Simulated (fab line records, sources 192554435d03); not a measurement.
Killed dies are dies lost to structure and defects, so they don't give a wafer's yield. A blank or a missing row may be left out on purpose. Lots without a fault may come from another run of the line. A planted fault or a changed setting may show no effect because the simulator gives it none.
Split-lot experiment | flow n5_finfet | 7 lots, 21 wafers read, on a route of 1938 steps

THE SPLIT
At N5_BEOL_M15_COAT_22 (resist thk 800 nm), the setting spin_rpm was moved away from the recipe's 1704 rpm on 10 of the 21 wafers read, by -10.7% to +4.0%. The other wafers ran this setting at the recipe's value.

FROM THE SPLIT TO THE READING: what the file shows between them, 4 steps
- N5_BEOL_M15_EBR_24
- N5_BEOL_M15_SOFTBAKE_23: time 60 s
- N5_BEOL_M15_DESCUM_33: chemistry O2, time 7.9 s
- N5_BEOL_M15_ETCH_61: etches BARC in N2/H2, target depth 89 nm, overetch 26.7 nm, time 67.9 s

THE READING
coat_of_BEOL_M15_COAT_22.thk_nm (the simulator's own value, which no gauge read), in nm, at N5_BEOL_M15_TRENCH_ETCH_34 (etches SiO2 in C4F8/O2/Ar, target depth 872.93 nm, time 199 s). The file gives no usual value for it. The 11 wafers here that ran the recipe average 543.8 nm, standard deviation 4.2 nm.

wafer  | tool, chamber at the split | spin_rpm as run, rpm | against the recipe | coat_of_BEOL_M15_COAT_22.thk_nm, nm | against lot-mates on the recipe
L080.1 | litho_track-03, 0          | 1557                 | -8.6%              | 579.6                               | no lot-mate on the recipe
L080.3 | litho_track-03, 0          | 1557                 | -8.6%              | 584.4                               | no lot-mate on the recipe
L080.6 | litho_track-03, 0          | 1557                 | -8.6%              | 583.6                               | no lot-mate on the recipe
L081.1 | litho_track-05, 0          | 1704                 | recipe             | 543                                 | -
L081.4 | litho_track-05, 0          | 1704                 | recipe             | 543.4                               | -
L081.6 | litho_track-05, 0          | 1704                 | recipe             | 547.4                               | -
L082.2 | litho_track-03, 0          | 1772                 | +4.0%              | 536.4                               | -11.4
L082.4 | litho_track-03, 0          | 1772                 | +4.0%              | 526.2                               | -21.6
L082.5 | litho_track-03, 0          | 1704                 | recipe             | 547.8                               | -
L083.4 | litho_track-04, 0          | 1627                 | -4.5%              | 564.2                               | +24.6
L083.5 | litho_track-04, 0          | 1627                 | -4.5%              | 563.2                               | +23.6
L083.6 | litho_track-04, 0          | 1704                 | recipe             | 539.6                               | -
L089.2 | litho_track-05, 0          | 1704                 | recipe             | 541.8                               | -
L089.3 | litho_track-05, 0          | 1584                 | -7.0%              | 572.4                               | +26.1
L089.4 | litho_track-05, 0          | 1704                 | recipe             | 550.8                               | -
L093.1 | litho_track-03, 0          | 1704                 | recipe             | 536.2                               | -
L093.4 | litho_track-03, 0          | 1704                 | recipe             | 539.2                               | -
L093.5 | litho_track-03, 0          | 1704                 | recipe             | 545.2                               | -
L094.2 | litho_track-03, 0          | 1521                 | -10.7%             | 586.6                               | +39.4
L094.3 | litho_track-03, 0          | 1521                 | -10.7%             | 596                                 | +48.8
L094.6 | litho_track-03, 0          | 1704                 | recipe             | 547.2                               | -

THE FIT
A straight line over all 21 wafers: coat_of_BEOL_M15_COAT_22.thk_nm changes by -4.26 nm for each +1% of spin_rpm; r = -0.98; the points scatter about the line by 4.3 nm.
The same after taking each lot's own level away (the mean of its wafers on the recipe; 18 wafers): -4.17 nm for each +1%; r = -0.98; scatter 4 nm.
On that fit, the largest move of spin_rpm shifts the reading by 45 nm.
The lots' own levels span 539.60 to 547.80 nm, that is 2.0 times the standard deviation above.
So the lot-to-lot level changes the slope little: the two slopes agree.
Check: with one of the wafers moved furthest among these (-10.7%) left out of the fit, the line predicts +47.8 nm for it against its lot-mates. It came out at +39.4 nm against them.

OTHER SPLITS ON THESE WAFERS
These wafers also went through other splits before the reading. Each is held against what the fit with the lots' levels taken away leaves over:
other split on the same wafers | wafers away from the commonest value | r with coat_of_BEOL_M15_COAT_22.thk_nm (lot level and that fit taken away)
N5_BEOL_M11_PEB_26 peb_time_s  | 6                                    | +0.30
N5_BEOL_M11_VIA_ETCH_34 time_s | 8                                    | -0.09
N5_BEOL_M12_SPUTTER_43 power_w | 6                                    | -0.05
N5_BEOL_M13_COAT_65 spin_rpm   | 6                                    | -0.34
N5_BEOL_M13_EXPOSE_25 dose_mj  | 5                                    | +0.01
N5_BEOL_M15_COAT_58 spin_rpm   | 7                                    | +0.01
N5_BEOL_M15_COAT_60 spin_rpm   | 9                                    | +0.03

THE WHOLE CHAIN: every reading that the file lists as answering this split, in the file's order
step                       | what it does                                                  | reading                                                                          | change (the file's fit)              | r (the file's)
N5_BEOL_M15_COAT_22        | resist thk 800 nm                                             | coat_of_BEOL_M15_COAT_22.thk_nm (the simulator's own value, which no gauge read) | -4.19 nm for each +1% of the setting | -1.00
N5_BEOL_M15_TRENCH_ETCH_34 | etches SiO2 in C4F8/O2/Ar, target depth 872.93 nm, time 199 s | coat_of_BEOL_M15_COAT_22.thk_nm (the simulator's own value, which no gauge read) | -4.13 nm for each +1% of the setting | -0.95

THE FILE'S OWN FIT
coat_of_BEOL_M15_COAT_22.thk_nm changes by -4.13 nm for each +1% of spin_rpm, r = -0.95.
